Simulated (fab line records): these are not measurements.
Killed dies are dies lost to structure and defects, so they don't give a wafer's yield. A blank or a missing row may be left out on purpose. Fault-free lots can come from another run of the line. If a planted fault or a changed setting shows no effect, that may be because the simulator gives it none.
fab line records | flow n5_finfet
record lots=10 | wafers=30 | last_day=18
route steps=1938 shown WELL_APT@44 FIN_SAQP@95 BEOL_M4@1111 PASSIVATION@1936
lots untouched by any fault: they come from a run of this same line in which no faults occurred
start_h: the number of hours between the record's first day and the start of the first shown wafer of the lot | wait_h: how many hours have passed since the lot's step before this one | " as in the row above | L1.1+2: one row covering several wafers at once | - value missing, or start not given | * or withheld: withheld | < > ~ a bound
route shown NAME@n: NAME is a module with steps in the file, n the number in the route of the first one | usual: mean/standard deviation of fault-free wafers | same: alike in all rows | chamber/n: place in a boat | sites: per-site readings | _std_site: how widely they spread, as a standard deviation | _edge_site: mean of outer sites minus mean of inner sites | radius_mm: for every site, how far away it sits from the centre of the wafer | mask NAME#n: copy n | behind: the most recent tool/chamber to have shaped the wafer | hold: the reason the lot was held/the length of the hold in hours/how it ended | device: transistor that didn't switch, given as n, p or np | end of line: the route-end tests of the same wafers | step lacking rows: just its recipe | killed: dies that structure and defects cost at the first sort, which is not the same as the wafer's yield | map: shows each die of a wafer: x if killed, . if not, _ if none is there
set.NAME: the setting that was run; set.NAME@STEP: the one run at that earlier step | model.NAME: the simulator's own value behind a step, which no gauge read
one table for each step of the route and one row for each wafer, over a sample of lots
services: the hour from which a tool's chamber was out of use, counted from the record's first day as start_h (under 0 if before that day), plus the number of hours and why
## steps
# step N5_WELL_APT_OVL_MEAS_26
# recipe points_per_wafer=44
# usual PWELL_OVL=2/5.5
lot.wafer | tool       | chamber | start_h | wait_h | PWELL_OVL[nm]
L160.1    | overlay-02 | 0       | 15.38   | 0.0    | -10
L160.3    | "          | 0       | "       | "      | -5
L160.5    | "          | 0       | "       | "      | 0
L166.1    | overlay-01 | 0       | 51.09   | 0.0    | -1
L166.2    | "          | 0       | "       | "      | -3
L166.6    | "          | 0       | "       | "      | 2
L168.2    | overlay-02 | 0       | 63.21   | 0.0    | 9
L168.4    | "          | 0       | "       | "      | 3
L168.6    | "          | 0       | "       | "      | 9
L173.2    | overlay-02 | 0       | 93.27   | 0.0    | 7
L173.4    | "          | 0       | "       | "      | 9
L173.6    | "          | 0       | "       | "      | 8
L174.2    | overlay-01 | 0       | 98.96   | 0.0    | 1
L174.3    | "          | 0       | "       | "      | 3
L174.5    | "          | 0       | "       | "      | 1
L178.2    | overlay-02 | 0       | 122.98  | 0.0    | -4
L178.5    | "          | 0       | "       | "      | -6
L178.6    | "          | 0       | "       | "      | 6
L179.3    | overlay-02 | 0       | 129.22  | 0.0    | -6
L179.4    | "          | 0       | "       | "      | 4
L179.5    | "          | 0       | "       | "      | -7
L180.4    | overlay-01 | 0       | 135.73  | 0.0    | 8
L180.5    | "          | 0       | "       | "      | 8
L180.6    | "          | 0       | "       | "      | 4
L181.1    | overlay-02 | 0       | 141.21  | 0.0    | -7
L181.5    | "          | 0       | "       | "      | 2
L181.6    | "          | 0       | "       | "      | -11
L182.1    | overlay-01 | 0       | 147.29  | 0.0    | -1
L182.2    | "          | 0       | "       | "      | -1
L182.3    | "          | 0       | "       | "      | 3
# step N5_WELL_APT_INSPECT_27
# recipe mode=adi | inspect_instrument=macro
# usual raw_defect_count=1.9/1.3
lot.wafer | tool              | chamber | start_h | wait_h | raw_defect_count
L160.1    | defect_inspect-01 | -       | 15.40   | 0.0    | 3
L160.3    | "                 | -       | "       | "      | 3
L160.5    | "                 | -       | "       | "      | 3
L166.1    | defect_inspect-01 | -       | 51.11   | 0.0    | 1
L166.2    | "                 | -       | "       | "      | 4
L166.6    | "                 | -       | "       | "      | 3
L168.2    | defect_inspect-01 | -       | 63.24   | 0.0    | 1
L168.4    | "                 | -       | "       | "      | 1
L168.6    | "                 | -       | "       | "      | 3
L173.2    | defect_inspect-01 | -       | 93.30   | 0.0    | 2
L173.4    | "                 | -       | "       | "      | 4
L173.6    | "                 | -       | "       | "      | 2
L174.2    | defect_inspect-02 | -       | 98.98   | 0.0    | 1
L174.3    | "                 | -       | "       | "      | 0
L174.5    | "                 | -       | "       | "      | 0
L178.2    | defect_inspect-01 | -       | 123.01  | 0.0    | 1
L178.5    | "                 | -       | "       | "      | 2
L178.6    | "                 | -       | "       | "      | 2
L179.3    | defect_inspect-01 | -       | 129.24  | 0.0    | 1
L179.4    | "                 | -       | "       | "      | 1
L179.5    | "                 | -       | "       | "      | 0
L180.4    | defect_inspect-02 | -       | 135.76  | 0.0    | 2
L180.5    | "                 | -       | "       | "      | 4
L180.6    | "                 | -       | "       | "      | 2
L181.1    | defect_inspect-02 | -       | 141.23  | 0.0    | 3
L181.5    | "                 | -       | "       | "      | 3
L181.6    | "                 | -       | "       | "      | 0
L182.1    | defect_inspect-01 | -       | 147.31  | 0.0    | 3
L182.2    | "                 | -       | "       | "      | 1
L182.3    | "                 | -       | "       | "      | 2
# step N5_WELL_APT_OXIDE_STRIP_42
# recipe chemistry=dHF | dilution=25:1 | time_s=45 | temp_c=25 | target=SiO2 | target_depth_a=120
# usual bath_heat_duty_pct=6.4/0.93 | run_length_s=53.5/2.5
lot.wafer | tool         | chamber | start_h | wait_h | bath_heat_duty_pct | run_length_s
L160.1    | wet_bench-01 | 3       | 16.54   | 0.1    | 4.7                | 52.3
L160.3    | "            | 4       | "       | "      | 5.2                | 52.0
L160.5    | "            | 2       | "       | "      | 6.9                | 51.0
L166.1    | wet_bench-03 | 2       | 52.05   | 0.1    | 7.3                | 56.7
L166.2    | "            | 7       | "       | "      | 6.2                | 57.4
L166.6    | "            | 6       | "       | "      | 5.9                | 57.0
L168.2    | wet_bench-05 | 3       | 64.33   | 0.1    | 6.5                | 56.6
L168.4    | "            | 1       | "       | "      | 5.8                | 58.4
L168.6    | "            | 2       | "       | "      | 6.4                | 57.2
L173.2    | wet_bench-05 | 6       | 94.26   | 0.1    | -                  | -
L173.4    | "            | 2       | "       | "      | -                  | -
L173.6    | "            | 3       | "       | "      | -                  | -
L174.2    | wet_bench-05 | 4       | 99.92   | 0.1    | -                  | -
L174.3    | "            | 0       | "       | "      | -                  | -
L174.5    | "            | 7       | "       | "      | -                  | -
L178.2    | wet_bench-05 | 4       | 123.94  | 0.1    | 5.8                | 56.5
L178.5    | "            | 7       | "       | "      | 6.5                | 56.7
L178.6    | "            | 1       | "       | "      | 5.3                | 57.6
L179.3    | wet_bench-03 | 3       | 130.23  | 0.1    | 6.1                | 51.8
L179.4    | "            | 0       | "       | "      | 5.5                | 52.5
L179.5    | "            | 5       | "       | "      | 7.6                | 52.9
L180.4    | wet_bench-03 | 1       | 136.70  | 0.1    | 8.0                | 57.5
L180.5    | "            | 4       | "       | "      | 6.7                | 56.8
L180.6    | "            | 5       | "       | "      | 7.2                | 59.0
L181.1    | wet_bench-05 | 2       | 142.43  | 0.1    | 6.6                | 52.6
L181.5    | "            | 0       | "       | "      | 8.1                | 51.8
L181.6    | "            | 3       | "       | "      | 7.3                | 52.1
L182.1    | wet_bench-01 | 7       | 148.25  | 0.1    | 5.7                | 51.8
L182.2    | "            | 6       | "       | "      | 6.0                | 51.6
L182.3    | "            | 1       | "       | "      | 7.5                | 50.8
# step N5_WELL_APT_INSPECT_38
# recipe inspect_instrument=darkfield | mode=post_epi
# usual raw_defect_count=13/5.2
lot.wafer | tool              | chamber | start_h | wait_h | raw_defect_count
L160.1    | defect_inspect-02 | -       | 17.27   | 0.5    | 20
L160.3    | "                 | -       | "       | "      | 10
L160.5    | "                 | -       | "       | "      | 15
L166.1    | defect_inspect-01 | -       | 52.99   | 0.7    | 4
L166.2    | "                 | -       | "       | "      | 13
L166.6    | "                 | -       | "       | "      | 14
L168.2    | defect_inspect-02 | -       | 65.32   | 0.6    | 16
L168.4    | "                 | -       | "       | "      | 12
L168.6    | "                 | -       | "       | "      | 13
L173.2    | defect_inspect-01 | -       | 95.00   | 0.4    | 36
L173.4    | "                 | -       | "       | "      | 53
L173.6    | "                 | -       | "       | "      | 72
L174.2    | defect_inspect-02 | -       | 100.87  | 0.6    | 68
L174.3    | "                 | -       | "       | "      | 68
L174.5    | "                 | -       | "       | "      | 80
L178.2    | defect_inspect-01 | -       | 124.94  | 0.6    | 13
L178.5    | "                 | -       | "       | "      | 8
L178.6    | "                 | -       | "       | "      | 6
L179.3    | defect_inspect-01 | -       | 131.16  | 0.4    | 7
L179.4    | "                 | -       | "       | "      | 9
L179.5    | "                 | -       | "       | "      | 10
L180.4    | defect_inspect-01 | -       | 137.49  | 0.2    | 18
L180.5    | "                 | -       | "       | "      | 21
L180.6    | "                 | -       | "       | "      | 11
L181.1    | defect_inspect-02 | -       | 143.16  | 0.5    | 12
L181.5    | "                 | -       | "       | "      | 15
L181.6    | "                 | -       | "       | "      | 10
L182.1    | defect_inspect-02 | -       | 148.98  | 0.5    | 14
L182.2    | "                 | -       | "       | "      | 17
L182.3    | "                 | -       | "       | "      | 22
# step N5_FIN_SAQP_DENSIFY_62
# recipe temp_c=700 | time_s=60 | ambient=N2 | idle_temp_c=600 | ramp_up_c_per_s=150 | ramp_down_c_per_s=60 | cool_to_c=600
# usual lamp_power_pct=9.85/0.064 | lamp_zone_5_pct=9.846/0.01 | wafer_temp_C_max=703.3/0.65
lot.wafer | tool          | chamber | start_h | wait_h | lamp_power_pct | lamp_zone_5_pct | wafer_temp_C_max
L160.1    | rtp_anneal-02 | 0       | 21.19   | 0.1    | 9.88           | 9.854           | 703.7
L160.3    | "             | 0       | "       | "      | 9.90           | 9.850           | 703.6
L160.5    | "             | 0       | "       | "      | 9.97           | 9.855           | 703.7
L166.1    | rtp_anneal-02 | 0       | 57.34   | 0.1    | 9.83           | 9.841           | 702.6
L166.2    | "             | 0       | "       | "      | 9.76           | 9.854           | 703.2
L166.6    | "             | 0       | "       | "      | 9.89           | 9.860           | 702.8
L168.2    | rtp_anneal-01 | 0       | 69.42   | 0.4    | 9.84           | 9.844           | 703.1
L168.4    | "             | 0       | "       | "      | 9.92           | 9.850           | 702.9
L168.6    | "             | 0       | "       | "      | 9.78           | 9.836           | 702.3
L178.2    | rtp_anneal-01 | 0       | 128.55  | 0.1    | 9.71           | 9.838           | 703.1
L178.5    | "             | 0       | "       | "      | 9.84           | 9.853           | 703.4
L178.6    | "             | 0       | "       | "      | 9.91           | 9.844           | 703.0
L179.3    | rtp_anneal-01 | 0       | 135.61  | 0.2    | 9.84           | 9.851           | 703.0
L179.4    | "             | 0       | "       | "      | 9.80           | 9.849           | 702.5
L179.5    | "             | 0       | "       | "      | 9.82           | 9.845           | 703.2
L180.4    | rtp_anneal-01 | 0       | 141.36  | 0.2    | 9.92           | 9.854           | 703.5
L180.5    | "             | 0       | "       | "      | 9.81           | 9.826           | 704.5
L180.6    | "             | 0       | "       | "      | 9.87           | 9.859           | 702.5
L181.1    | rtp_anneal-02 | 0       | 147.50  | 0.4    | 9.87           | 9.847           | 702.9
L181.5    | "             | 0       | "       | "      | 9.71           | 9.859           | 702.3
L181.6    | "             | 0       | "       | "      | 9.88           | 9.864           | 703.2
L182.1    | rtp_anneal-01 | 0       | 152.65  | 0.1    | 9.89           | 9.842           | 704.7
L182.2    | "             | 0       | "       | "      | 9.81           | 9.828           | 703.0
L182.3    | "             | 0       | "       | "      | 9.90           | 9.834           | 703.7
# step N5_BEOL_M4_RC_MEAS_101
# usual DIBL_N=35.4/2.1 | DIBL_P=34.8/2.6 | IOFF_N=0.15/0.037 | IOFF_P=0.19/0.037 | ION_N=677/16 | ION_P=462/9.3 | SS_N=71.4/0.75 | SS_P=72.9/0.77 | VT_N=250/3.7 | VT_P=-251/3.5
lot.wafer | tool      | chamber | start_h | wait_h | DIBL_N[mV/V] | DIBL_P[mV/V] | IOFF_N[nA/um] | IOFF_P[nA/um] | ION_N[uA/um] | ION_P[uA/um] | SS_N[mV/dec] | SS_P[mV/dec] | VT_N[mV] | VT_P[mV]
L160.1    | prober-01 | 0       | 183.49  | 0.0    | 35.6         | 34.3         | 0.13          | 0.14          | 654          | 441          | 71.5         | 72.4         | 255      | -257
L160.3    | "         | 0       | "       | "      | 39.3         | 38.9         | 0.22          | 0.20          | 684          | 455          | 73.0         | 73.8         | 247      | -256
L160.5    | "         | 0       | "       | "      | 37.9         | 37.1         | 0.19          | 0.18          | 686          | 455          | 72.5         | 73.3         | 249      | -254
L166.1    | prober-01 | 0       | 202.96  | 0.5    | 34.8         | 33.8         | 0.13          | 0.16          | 664          | 456          | 71.1         | 73.1         | 251      | -257
L166.2    | "         | 0       | "       | "      | 37.2         | 36.0         | 0.16          | 0.18          | 678          | 457          | 71.7         | 73.2         | 248      | -253
L166.6    | "         | 0       | "       | "      | 34.0         | 32.3         | 0.12          | 0.13          | 660          | 448          | 70.9         | 71.5         | 255      | -257
L168.2    | prober-01 | 0       | 226.06  | 0.2    | 35.4         | 34.8         | 0.16          | 0.21          | 662          | 463          | 71.6         | 72.6         | 246      | -248
L168.4    | "         | 0       | "       | "      | 33.4         | 32.0         | 0.12          | 0.17          | 666          | 464          | 71.6         | 72.0         | 251      | -251
L168.6    | "         | 0       | "       | "      | 37.0         | 37.2         | 0.20          | 0.26          | 682          | 465          | 73.0         | 73.6         | 245      | -245
L178.2    | prober-01 | 0       | 283.74  | 0.2    | 33.2         | 32.4         | 0.11          | 0.15          | 670          | 451          | 70.2         | 72.3         | 255      | -254
L178.5    | "         | 0       | "       | "      | 36.7         | 37.0         | 0.16          | 0.20          | 692          | 469          | 71.6         | 73.0         | 251      | -251
L178.6    | "         | 0       | "       | "      | 34.9         | 35.9         | 0.14          | 0.20          | 669          | 463          | 70.1         | 73.3         | 251      | -251
L179.3    | prober-01 | 0       | 286.65  | 0.3    | 36.2         | 36.9         | 0.18          | 0.22          | 694          | 472          | 72.3         | 72.9         | 247      | -249
L179.4    | "         | 0       | "       | "      | 37.5         | 38.8         | 0.21          | 0.25          | 697          | 472          | 72.2         | 73.3         | 246      | -249
L179.5    | "         | 0       | "       | "      | 37.8         | 38.8         | 0.20          | 0.24          | 696          | 471          | 72.2         | 73.0         | 245      | -245
L180.4    | prober-01 | 0       | 303.34  | 0.5    | 35.9         | 34.1         | 0.13          | 0.15          | 656          | 449          | 71.6         | 72.8         | 255      | -254
L180.5    | "         | 0       | "       | "      | 39.2         | 39.1         | 0.20          | 0.22          | 709          | 469          | 72.2         | 74.6         | 245      | -253
L180.6    | "         | 0       | "       | "      | 35.8         | 33.8         | 0.13          | 0.14          | 668          | 445          | 71.5         | 73.2         | 254      | -261
L181.1    | prober-01 | 0       | 303.81  | 0.3    | 40.6         | 40.7         | 0.28          | 0.31          | 709          | 480          | 73.2         | 74.6         | 241      | -246
L181.5    | "         | 0       | "       | "      | 38.2         | 37.9         | 0.23          | 0.25          | 708          | 479          | 72.2         | 73.6         | 244      | -245
L181.6    | "         | 0       | "       | "      | 36.6         | 36.7         | 0.18          | 0.22          | 702          | 478          | 72.0         | 73.9         | 246      | -247
L182.1    | prober-01 | 0       | 327.31  | 0.0    | 35.5         | 35.0         | 0.15          | 0.23          | 676          | 468          | 71.7         | 73.1         | 254      | -243
L182.2    | "         | 0       | "       | "      | 32.7         | 31.9         | 0.11          | 0.18          | 672          | 472          | 70.3         | 71.7         | 254      | -247
L182.3    | "         | 0       | "       | "      | 35.4         | 36.6         | 0.16          | 0.25          | 688          | 474          | 71.5         | 72.9         | 249      | -244
# step N5_PASSIVATION_PROBE_49
# usual defect_limited_yield=90.5/1.7 | killed_at_M0_to_M3=37/12 | killed_at_M4_up=14/5.2 | killed_at_contacts=12/5.9 | killed_at_front_end=45/14 | killed_at_other=3.5/2.8 | killed_dies=112/21 | killed_on_rim=15/4.5 | killed_open=73/15 | killed_short=36/8.9 | sort_bin_4_leakage=0.00/0.007 | sort_bin_5_function=5.6/1.2 | sort_bin_6_memory=3.5/0.68 | sort_bin_8_speed=0.01/0.1 | sort_n_pass=1068/21 | sort_yield_pct=90.5/1.8
# same gross_dies=1180 | killed_at_back_side=0
lot.wafer | tool      | chamber | start_h | wait_h | defect_limited_yield[%] | killed_at_M0_to_M3 | killed_at_M4_up | killed_at_contacts | killed_at_front_end | killed_at_other | killed_dies | killed_on_rim | killed_open | killed_short | sort_bin_4_leakage[%] | sort_bin_5_function[%] | sort_bin_6_memory[%] | sort_bin_8_speed[%] | sort_n_pass | sort_yield_pct[%]
L166.1    | prober-02 | -       | 324.27  | 0.0    | 91.9                    | 40                 | 19              | 15                 | 15                  | 6               | 95          | 12            | 64          | 30           | 0                     | 4.4                    | 3.5                  | 0                   | 1085        | 91.9
L166.2    | prober-02 | -       | 324.32  | 0.1    | 92.5                    | 33                 | 15              | 11                 | 29                  | 0               | 88          | 14            | 58          | 29           | 0                     | 4.0                    | 3.1                  | 0                   | 1092        | 92.5
L166.6    | prober-02 | -       | 324.52  | 0.3    | 90.9                    | 48                 | 19              | 14                 | 23                  | 3               | 107         | 17            | 70          | 36           | 0                     | 5.4                    | 3.2                  | 0                   | 1073        | 90.9
L168.2    | prober-02 | -       | 332.77  | 0.1    | 91.9                    | 41                 | 15              | 5                  | 35                  | 0               | 96          | 14            | 67          | 24           | 0                     | 4.5                    | 3.3                  | 0                   | 1084        | 91.9
L168.4    | prober-02 | -       | 332.87  | 0.2    | 90.5                    | 28                 | 12              | 12                 | 58                  | 2               | 112         | 14            | 82          | 26           | 0                     | 5.3                    | 4.0                  | 0                   | 1068        | 90.5
L168.6    | prober-02 | -       | 332.97  | 0.3    | 92.5                    | 29                 | 27              | 7                  | 24                  | 2               | 89          | 11            | 68          | 18           | 0                     | 4.3                    | 3.1                  | 0                   | 1091        | 92.5
L174.2    | prober-02 | -       | 367.76  | 0.1    | 0                       | 32                 | 13              | 7                  | 1120                | 8               | 1180        | 152           | 84          | 46           | 0                     | 95.8                   | 3.8                  | 0                   | 0           | 0
L174.3    | prober-02 | -       | 367.81  | 0.1    | 0                       | 37                 | 12              | 3                  | 1127                | 1               | 1180        | 152           | 76          | 42           | 0                     | 96.1                   | 3.7                  | 0                   | 0           | 0
L174.5    | prober-02 | -       | 367.91  | 0.2    | 0                       | 46                 | 15              | 11                 | 1105                | 3               | 1180        | 152           | 110         | 47           | 0                     | 94.8                   | 4.6                  | 0                   | 0           | 0
L173.2    | prober-01 | -       | 367.94  | 0.1    | 0                       | 27                 | 17              | 10                 | 1126                | 0               | 1180        | 152           | 69          | 30           | 0                     | 96.4                   | 3.4                  | 0                   | 0           | 0
L173.4    | prober-01 | -       | 368.04  | 0.2    | 0                       | 27                 | 17              | 19                 | 1115                | 2               | 1180        | 152           | 81          | 31           | 0                     | 96.2                   | 3.5                  | 0                   | 0           | 0
L173.6    | prober-01 | -       | 368.14  | 0.3    | 0                       | 21                 | 18              | 11                 | 1124                | 6               | 1180        | 152           | 62          | 28           | 0                     | 96.4                   | 3.3                  | 0                   | 0           | 0
# killed by level:class
L166.1 MOL_CONTACT_COAG:geometric_particle:open=11 BEOL_M0_SAQP:geometric_particle:open=10 BEOL_M3:geometric_particle:open=9 BEOL_M4:geometric_particle:open=9 BEOL_M0_SAQP:geometric_particle:short=8 STI_FIN_REVEAL:geometric_particle:open=4 DUMMY_GATE:geometric_particle:open=4 MOL_CONTACT_COAG:geometric_particle:short=4
L166.2 BEOL_M0_SAQP:geometric_particle:open=13 MOL_CONTACT_COAG:geometric_particle:open=9 BEOL_M0_SAQP:geometric_particle:short=7 ILD0:geometric_particle:open=6 GATE_CUT:geometric_particle:short=6 FIN_SAQP:geometric_particle:short=5 BEOL_M4:geometric_particle:open=5 BEOL_M1:geometric_particle:open=4
L166.6 BEOL_M0_SAQP:geometric_particle:open=16 BEOL_M0_SAQP:geometric_particle:short=13 MOL_CONTACT_COAG:geometric_particle:open=12 BEOL_M4:geometric_particle:open=8 BEOL_M1:geometric_particle:open=7 BEOL_M3:geometric_particle:open=5 DUMMY_GATE:geometric_particle:short=4 ILD0:geometric_particle:open=4
L168.2 BEOL_M0_SAQP:geometric_particle:open=8 BEOL_M2:geometric_particle:open=8 STI_FIN_REVEAL:geometric_particle:open=7 BEOL_M0_SAQP:geometric_particle:short=7 BEOL_M3:geometric_particle:open=6 FIN_SAQP:geometric_particle:short=5 BEOL_M4:geometric_particle:open=5 STARTING-WAFER:geometric_particle:open=5
L168.4 STI_FIN_REVEAL:geometric_particle:open=16 FIN_SAQP:geometric_particle:open=12 MOL_CONTACT_COAG:geometric_particle:open=11 BEOL_M2:geometric_particle:open=11 FIN_SAQP:geometric_particle:short=6 STARTING-WAFER:geometric_particle:open=6 BEOL_M0_SAQP:geometric_particle:open=5 DUMMY_GATE:geometric_particle:open=4
L168.6 BEOL_M4:geometric_particle:open=15 BEOL_M2:geometric_particle:open=14 STI_FIN_REVEAL:geometric_particle:open=7 FIN_SAQP:geometric_particle:open=4 MOL_CONTACT_COAG:geometric_particle:short=4 BEOL_M1:geometric_particle:open=4 DUMMY_GATE:geometric_particle:open=3 MOL_CONTACT_COAG:geometric_particle:open=3
L174.2 WELL_APT:area_strip=1048 FIN_SAQP:geometric_particle:open=17 GATE_CUT:geometric_particle:short=14 STI_FIN_REVEAL:geometric_particle:open=14 BEOL_M2:geometric_particle:open=11 GATE_CUT:geometric_particle:open=9 BEOL_M0_SAQP:geometric_particle:short=9 BEOL_M4:geometric_particle:open=7
L174.3 WELL_APT:area_strip=1062 FIN_SAQP:geometric_particle:open=19 STI_FIN_REVEAL:geometric_particle:open=13 FIN_SAQP:geometric_particle:short=10 BEOL_M0_SAQP:geometric_particle:short=7 BEOL_M0_SAQP:geometric_particle:open=6 BEOL_M2:geometric_particle:open=6 BEOL_M3:geometric_particle:open=6
L174.5 WELL_APT:area_strip=1023 STI_FIN_REVEAL:geometric_particle:open=23 FIN_SAQP:geometric_particle:open=19 BEOL_M0_SAQP:geometric_particle:open=14 MOL_CONTACT_COAG:geometric_particle:open=10 BEOL_M0_SAQP:geometric_particle:short=9 DUMMY_GATE:geometric_particle:open=8 BEOL_M2:geometric_particle:open=8
L173.2 WELL_APT:area_strip=1080 MOL_CONTACT_COAG:geometric_particle:open=10 BEOL_M0_SAQP:geometric_particle:short=7 BEOL_M0_SAQP:geometric_particle:open=7 STARTING-WAFER:geometric_particle:open=7 FIN_SAQP:geometric_particle:open=6 STI_FIN_REVEAL:geometric_particle:open=6 DUMMY_GATE:geometric_particle:open=6
L173.4 WELL_APT:area_strip=1068 MOL_CONTACT_COAG:geometric_particle:open=16 BEOL_M1:geometric_particle:open=10 STI_FIN_REVEAL:geometric_particle:open=9 BEOL_M3:geometric_particle:open=7 FIN_SAQP:geometric_particle:open=6 DUMMY_GATE:geometric_particle:open=6 BEOL_M4:geometric_particle:open=6
L173.6 WELL_APT:area_strip=1087 FIN_SAQP:geometric_particle:open=10 MOL_CONTACT_COAG:geometric_particle:open=10 FIN_SAQP:geometric_particle:short=6 STI_FIN_REVEAL:geometric_particle:open=6 BEOL_M4:geometric_particle:open=6 BEOL_M6:geometric_particle:open=6 BEOL_M0_SAQP:geometric_particle:short=5
## services
tool          | chamber | start_h | hours | kind
wet_bench-05  | -       | 43.22   | 6.9   | repair
rtp_anneal-01 | -       | 95.01   | 1.2   | pm
## key
first_sign step=N5_WELL_APT_OXIDE_STRIP_42 | reading=tool_record | direction=missing
effect step=N5_WELL_APT_INSPECT_38 | reading=raw_defect_count | direction=up | sigmas=9.5 | usual=13 | struck=63
effect step=N5_PASSIVATION_PROBE_49 | reading=killed_at_front_end | direction=up | sigmas=76 | usual=45 | struck=1120
more_kills_born_at N5_WELL_APT_OXIDE_STRIP_42@wet_bench-05=6368
met_at N5_WELL_APT_OXIDE_STRIP_42
struck_lots L173,L174
later_rows_left_out L173.2,L173.4,L173.6,L174.2,L174.3,L174.5
not_acting_at N5_WELL_APT_OVL_MEAS_26,N5_WELL_APT_INSPECT_27,N5_FIN_SAQP_DENSIFY_62
onset_between 64.33 94.26
fault kind=skipped_step_whole | tool=wet_bench-05 | chamber=- | onset_h=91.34 | steps=N5_WELL_APT_OXIDE_STRIP_42 | scope=struck_lots_only
# later_rows_left_out: the simulator's readings of these wafers behind a module that went badly wrong aren't trusted and aren't shown, but for the sort
